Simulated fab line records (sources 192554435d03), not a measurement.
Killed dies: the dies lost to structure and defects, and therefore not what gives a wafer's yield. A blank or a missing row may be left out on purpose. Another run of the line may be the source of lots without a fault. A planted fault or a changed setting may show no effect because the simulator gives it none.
Which tool did it?	flow n5Finfet	25 wafers from 10 lots sampled at 5 of the route's 1938 steps

== WHAT EACH GAUGE READ, for each wafer ==
N5_BEOL_M4_RC_MEAS_101.
lot	measured	on	DIBL_N (mV/V)
L802	day 8 01:25	prober-02	37.3 33.5 37.9
L806	day 9 06:08	prober-01	37.5 37.4 36.8
L807	day 9 06:33	prober-02	34.5 33.6 33.7
L811	day 10 08:57	prober-01	35.2 35.3
L813	day 11 05:25	prober-01	35.2 37.1
L814	day 11 00:41	prober-02	33.4 33.7
L815	day 11 11:49	prober-01	34.2 34.2 35.0
L816	day 11 09:40	prober-02	38.2
L820	day 12 10:37	prober-02	35.1 35.8 32.7
L824	day 13 14:36	prober-01	33.2 34.2 37.3

== EACH LOT AND THE TOOL THAT RAN IT (in order: tool; ch and the chambers of the sampled wafers; start) ==
lot	N5_MOL_CONTACT_COAG_ETCH_105	N5_MOL_CONTACT_COAG_CONTACT_ETCH_14	N5_MOL_CONTACT_COAG_SIL_ANNEAL_21	N5_MOL_CONTACT_COAG_ALD_27
L802	rieDiel-06 ch 0,1,3, day 4 16:07	rieDiel-06 ch 0,1,3, day 4 16:14	rtpAnneal-01 ch 0, day 4 18:22	aldSin-01 ch 0,2,3, day 4 22:55
L806	rieDiel-06 ch 0,3, day 5 14:15	rieDiel-06 ch 0,3, day 5 14:23	rtpAnneal-01 ch 0, day 5 15:44	aldSin-01 ch 0,3, day 5 20:39
L807	rieDiel-05 ch 2,3, day 5 21:31	rieDiel-05 ch 2,3, day 5 21:39	rtpAnneal-01 ch 0, day 5 22:50	aldSin-02 ch 0,2, day 6 08:49
L811	rieDiel-01 ch 0,3, day 6 23:22	rieDiel-01 ch 0,3, day 6 23:29	rtpAnneal-01 ch 0, day 7 02:37	aldSin-01 ch 1,3, day 7 06:54
L813	rieDiel-06 ch 0,3, day 7 11:40	rieDiel-06 ch 0,3, day 7 11:47	rtpAnneal-01 ch 0, day 7 15:31	aldSin-01 ch 1,2, day 7 21:31
L814	rieDiel-06 ch 0,2, day 7 21:04	rieDiel-06 ch 0,2, day 7 21:11	rtpAnneal-01 ch 0, day 7 22:36	aldSin-01 ch 2,3, day 8 04:28
L815	rieDiel-06 ch 0,1, day 7 22:26	rieDiel-06 ch 0,1, day 7 22:34	rtpAnneal-01 ch 0, day 8 01:20	aldSin-02 ch 0,1,2, day 8 07:47
L816	rieDiel-05 ch 3, day 8 02:37	rieDiel-05 ch 3, day 8 02:44	rtpAnneal-01 ch 0, day 8 04:02	aldSin-01 ch 1, day 8 08:02
L820	rieDiel-06 ch 0,1,3, day 9 03:02	rieDiel-06 ch 0,1,3, day 9 03:10	rtpAnneal-01 ch 0, day 9 04:52	aldSin-02 ch 0,1,2, day 9 08:49
L824	rieDiel-01 ch 0,2,3, day 10 04:20	rieDiel-01 ch 0,2,3, day 10 04:28	rtpAnneal-01 ch 0, day 10 05:55	aldSin-01 ch 1,2,3, day 10 12:01
- N5_MOL_CONTACT_COAG_ETCH_105: etches SiARC in CF4, target depth 15.6 nm, time 26 s.
- N5_MOL_CONTACT_COAG_CONTACT_ETCH_14: etches SiO2 in C4F6/O2, target depth 27.5 nm, overetch 8.5 nm, time 20 s.
- N5_MOL_CONTACT_COAG_SIL_ANNEAL_21: time 60 s.
- N5_MOL_CONTACT_COAG_ALD_27: deposits SiOC, target thk 17 nm, pulse time 1.5 s, time 2720 s.

== THE ANSWER, worked out from the rows above alone ==
Rule: usual is defined by the lots themselves. The widest of any qualifying gaps counts: lots, ordered by their means at a reading, are off when they make up no more than a third of the lots, leave a main group of 4 or more, and stand apart from it by 3 or more times the standard deviation of that group's means. The tables above print the reading to a certain number of digits; a main group whose means all agree to those digits is not used. A lot without any number at a reading at which 4 lots or more have one is off too. Where the step has rows for the other lots, those lots are counted as sound.
None of the lots is off at any reading shown; this tells nothing.

== WHAT WAS PUT IN BY THE SIMULATOR ==
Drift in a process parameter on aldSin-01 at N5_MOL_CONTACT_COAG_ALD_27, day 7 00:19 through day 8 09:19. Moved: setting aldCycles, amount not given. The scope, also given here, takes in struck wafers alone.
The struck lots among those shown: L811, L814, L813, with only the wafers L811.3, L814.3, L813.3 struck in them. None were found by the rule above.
